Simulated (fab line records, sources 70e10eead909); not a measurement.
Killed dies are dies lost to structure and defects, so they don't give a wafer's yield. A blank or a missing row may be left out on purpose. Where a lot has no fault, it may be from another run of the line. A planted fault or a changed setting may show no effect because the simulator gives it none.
Matching of chambers	flow nand-harc	NHARC_A_CONTACT_DEP_58 on pecvd-04 has 3 sister chambers
The step deposits SiON, target thk 90 nm. 22 wafers are shown with their chamber, then 11 later ones without.

== WAFERS, EACH WITH ITS CHAMBER ==
wafer	chamber	heater-power-w (W)
L075.2	1	748
L075.3	2	932
L075.5	2	926
L077.1	0	700
L077.2	2	966
L077.3	1	673
L078.1	1	684
L078.3	2	1030
L078.4	0	730
L082.1	2	1025
L082.3	0	739
L082.6	1	782
L083.1	1	787
L083.4	0	714
L083.6	2	1044
L084.2	0	745
L084.5	2	915
L084.6	0	711
L086.3	2	915
L086.4	1	751
L086.6	2	924
L088.2	2	992

SIGNATURES (averages over the wafers above)
reading	chamber 0	chamber 1	chamber 2	scatter within a chamber
heater-power-w	723.17	737.50	966.90	44.3
Rule: a wafer lies at a distance from a chamber equal to the root of the sum of squares, over the readings, of (its reading less the chamber's mean, divided by the reading's scatter). The wafer belongs to the nearest chamber; if the next one is less than 2 further off, it can't be placed. The scatter: take each reading less its chamber's mean, square it, sum over the shown wafers, divide by the number of wafers less the number of chambers, and take the root.

== WAFERS WHOSE CHAMBER IS MISSING ==
wafer	heater-power-w (W)
L088.4	691
L088.5	1013
L090.3	819
L090.4	1074
L090.6	699
L093.2	761
L093.5	1073
L093.6	677
L095.2	791
L095.4	804
L095.6	914

== CHAMBER TAKEN BY EACH ==
wafer	from the rows above	in truth
L088.4	can't be placed: 0 or 1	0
L088.5	2	2
L090.3	can't be placed: 1 or 0 or 2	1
L090.4	2	2
L090.6	can't be placed: 0 or 1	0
L093.2	can't be placed: 1 or 0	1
L093.5	2	2
L093.6	can't be placed: 0 or 1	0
L095.2	can't be placed: 1 or 0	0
L095.4	can't be placed: 1 or 0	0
L095.6	2	2
4 of 11 placed correctly. From these rows, 7 cannot be placed; in 7 the true chamber is one of the candidates. Number placed wrongly: 0.
